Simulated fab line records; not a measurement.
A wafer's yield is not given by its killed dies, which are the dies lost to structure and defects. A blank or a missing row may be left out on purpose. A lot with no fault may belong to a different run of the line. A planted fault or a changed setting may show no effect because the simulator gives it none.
The tool behind it: which one?	flow nand harc	13 lots with 39 wafers sampled at 5 steps, on a route of 1159 steps

WHAT THE GAUGES SHOWED, per wafer
NHARC_END_SORT_01. Usual: defect limited yield 95.5 %, standard deviation 1.5; killed at array 27, standard deviation 10; killed at other 0.6, standard deviation 0.96; killed at periphery 3.4, standard deviation 2.7; killed dies 31, standard deviation 10; killed open 2.9, standard deviation 1.8; killed short 1.8, standard deviation 1.4; sort_bin_2_pct 1.4 %, standard deviation 0.66; sort_bin_3_pct 0.25 %, standard deviation 0.23; sort_bin_4_pct 2.8 %, standard deviation 0.94; sort n pass 646, standard deviation 10; sort rim yield pct 96.2 %, standard deviation 2.6; sort yield pct 95.5 %, standard deviation 1.5.
lot	measured	on	defect limited yield (%)	killed at array	killed at other	killed at periphery	killed dies	killed open	killed short	sort_bin_2_pct (%)	sort_bin_3_pct (%)	sort_bin_4_pct (%)	sort n pass	sort rim yield pct (%)	sort yield pct (%)	flag
L875	day 20 02:56	prober-01	97.0 97.0 97.2	14 14 15	1 0 0	5 6 4	20 20 19	1 2 4	0 3 1	1.2 1.0 0.7	0 0.15 0	1.8 1.8 2.1	657 657 658	100.0 95.3 97.2	97.0 97.0 97.2	
L885	day 21 12:47	prober-02	87.3 83.3 85.2	82 111 98	2 0 2	2 2 0	86 113 100	2 1 1	3 2 0	5.5 6.8 6.8	3.40 4.73 3.69	3.8 5.2 4.3	591 564 577	84.0 93.4 89.6	87.3 83.3 85.2	OFF
L884	day 21 22:05	prober-02	79.9 84.0 79.9	135 104 133	0 1 0	1 3 3	136 108 136	6 2 4	0 1 1	8.1 6.4 7.7	4.87 4.43 5.02	7.1 5.2 7.4	541 569 541	98.1 82.1 84.0	79.9 84.0 79.9	OFF
L890	day 22 07:10	prober-02	94.8	34	0	1	35	2	0	2.8	0	2.4	642	91.5	94.8	
L892	day 23 12:58	prober-02	96.0 96.9 97.3	22 18 17	0 0 0	5 3 1	27 21 18	4 3 5	2 4 0	1.6 1.6 0.9	0.59 0 0	1.8 1.5 1.8	650 656 659	100.0 98.1 98.1	96.0 96.9 97.3	

TOOL THAT RAN EACH LOT (tool first, then ch and the chambers of the sampled wafers, then the start)
lot	NHARC_A_BONDPAD_STRIP_16	NHARC_THIN_TSV_DEP_43	NHARC_THIN_TSV_STRIP_62	NHARC_THIN_TSV_PVD_19
L876	wet bench-08 ch 5,6,7, day 18 07:50	pecvd-04 ch 0,1, day 18 23:07	plasma asher-01 ch 0,1, day 19 02:37	pvd sputter-03, no start
L875	wet bench-08 ch 0,1,5, day 18 10:46	pecvd-04 ch 0,2, day 19 08:19	plasma asher-01 ch 0,1, day 19 11:44	pvd sputter-02, day 20 02:56 or earlier
L877	wet bench-08 ch 1,2,3, day 18 14:30	pecvd-04 ch 0,1,2, day 19 09:46	plasma asher-01 ch 0,1, day 19 13:05	pvd sputter-02, no start
L885	wet bench-08 ch 0,1,6, day 20 03:32	pecvd-04 ch 0,1, day 20 20:46	plasma asher-02 ch 0,1, day 21 00:13	pvd sputter-02, day 21 12:47 or earlier
L884	wet bench-08 ch 0,1,7, day 20 14:14	pecvd-04 ch 1,2, day 21 05:29	plasma asher-01 ch 0,1, day 21 08:59	pvd sputter-01, day 21 22:05 or earlier
L890	wet bench-10 ch 5,6,7, day 21 01:04	pecvd-03 ch 1,2, day 21 14:42	plasma asher-01 ch 0,1, day 21 18:08	pvd sputter-03, day 22 07:10 or earlier
L892	wet bench-10 ch 2,6,7, day 22 06:26	pecvd-04 ch 0,1,2, day 22 20:28	plasma asher-01 ch 0,1, day 23 00:11	pvd sputter-01, day 23 12:58 or earlier
L895	wet bench-10 ch 0,1,5, day 23 02:40	pecvd-03 ch 0,1,2, day 23 17:22	plasma asher-02 ch 0,1, day 23 20:43	pvd sputter-03, no start
L893	wet bench-08 ch 3,5,7, day 23 02:58	pecvd-02 ch 0,1,2, day 23 16:19	plasma asher-02 ch 0,1, day 23 20:05	pvd sputter-01, no start
L894	wet bench-08 ch 0,3,5, day 23 11:06	pecvd-02 ch 1,2, day 24 00:39	plasma asher-01 ch 0,1, day 24 04:11	pvd sputter-01, no start
L896	wet bench-10 ch 0,3,6, day 23 17:43	pecvd-02 ch 0,2, day 24 07:41	plasma asher-01 ch 0,1, day 24 11:15	pvd sputter-02, no start
L897	wet bench-10 ch 1,2,5, day 23 18:39	pecvd-02 ch 0,1,2, day 24 08:49	plasma asher-02 ch 0,1, day 24 12:16	pvd sputter-01, no start
L898	wet bench-08 ch 1,2,5, day 24 11:41	pecvd-03 ch 0,2, day 25 02:22	plasma asher-02 ch 0,1, day 25 05:49	pvd sputter-01, no start
- NHARC_A_BONDPAD_STRIP_16: strips in post etch residue remover, time 600 s.
- NHARC_THIN_TSV_DEP_43: deposits SiO2, target thk 1328.5 nm.
- NHARC_THIN_TSV_STRIP_62: strips in N2/H2, time 20 s.
- NHARC_THIN_TSV_PVD_19: deposits TaN, target thk 20 nm.

AS READ BY THE TOOLS THEMSELVES (means over the sampled wafers that have a number; for cases with no such wafer, the mark the record gives instead)
NHARC_THIN_TSV_DEP_43. Usual: flow sccm 2651 sccm, standard deviation 7.8; throttle valve pct 15.9 %, standard deviation 0.5.
lot	tool	flow sccm (sccm)	throttle valve pct (%)	flag
L876	pecvd-04	2653	15.6	
L875	pecvd-04	2652	15.9	
L877	pecvd-04	2649	15.7	
L885	pecvd-04	2654	15.6	
L884	pecvd-04	2649	15.9	
L890	pecvd-03	2655	16.4	
L892	pecvd-04	2651	15.9	
L895	pecvd-03	2650	16.4	
L893	pecvd-02	2650	15.7	
L894	pecvd-02	2659	15.9	
L896	pecvd-02	2645	15.6	
L897	pecvd-02	2650	15.7	
L898	pecvd-03	2656	16.8	

NHARC_THIN_TSV_STRIP_62. Usual: drypump motor current A 5.60 A, standard deviation 0.26; heater power w 347 W, standard deviation 48.
lot	tool	drypump motor current A (A)	heater power w (W)	flag
L876	plasma asher-01	5.51	320	
L875	plasma asher-01	5.50	317	
L877	plasma asher-01	5.65	350	
L885	plasma asher-02	5.57	383	
L884	plasma asher-01	5.48	320	
L890	plasma asher-01	5.64	344	
L892	plasma asher-01	5.64	353	
L895	plasma asher-02	5.56	381	
L893	plasma asher-02	5.79	356	
L894	plasma asher-01	5.64	347	
L896	plasma asher-01	5.48	319	
L897	plasma asher-02	5.79	353	
L898	plasma asher-02	5.57	382	

NHARC_THIN_TSV_PVD_19. Usual: throttle valve pct at 29.8 %, with a standard deviation of 0.78.
lot	tool	throttle valve pct (%)	flag
L876	pvd sputter-03	30.1	
L875	pvd sputter-02	29.3	
L877	pvd sputter-02	29.6	
L885	pvd sputter-02	29.9	
L884	pvd sputter-01	30.0	
L890	pvd sputter-03	30.2	
L892	pvd sputter-01	30.5	
L895	pvd sputter-03	29.3	
L893	pvd sputter-01	30.0	
L894	pvd sputter-01	31.4	
L896	pvd sputter-02	29.2	
L897	pvd sputter-01	30.6	
L898	pvd sputter-01	29.6	

THE ANSWER, worked out from the rows above alone
Rule: lot off if the mean of its wafers having a number is beyond 3 standard deviations from the usual mean. Also off: a lot with no number at a reading for which 4 or more lots have one. All remaining lots with rows at the step are treated as sound. Order of review: gauges by route order, followed by the tools' own readings, for which a lot's mean as printed above is used. At the first step where some lot is off, the reading lying furthest off is the one used; lots without a number count as furthest.
Off at NHARC_END_SORT_01 (sort_bin_3_pct): L885, L884. Neither off nor sound, because the step has no rows for them: L876, L877, L895, L893, L894, L896, L897, L898.
If a tool, at a process step before that reading, ran all the lots that are off and no sound lot after the first of them, it fits. Gauges at NHARC_END_SORT_01: tried the same way as those tools. NHARC_THIN_TSV_PVD_19: start missing for some lots; hours and lot order therefore follow NHARC_END_SORT_01. One candidate fits, namely wet bench-08 at NHARC_A_BONDPAD_STRIP_16. Its last sound lot is L875 (day 18 10:46), its first lot that is off L885 (day 20 03:32): a fault that began between those two fits.

WHAT WAS PUT IN BY THE SIMULATOR
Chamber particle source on wet bench-08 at NHARC_A_BONDPAD_STRIP_16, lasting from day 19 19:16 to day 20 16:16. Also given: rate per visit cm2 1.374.
Struck lots among those shown: L885, L884. The rule given above showed the same thing.
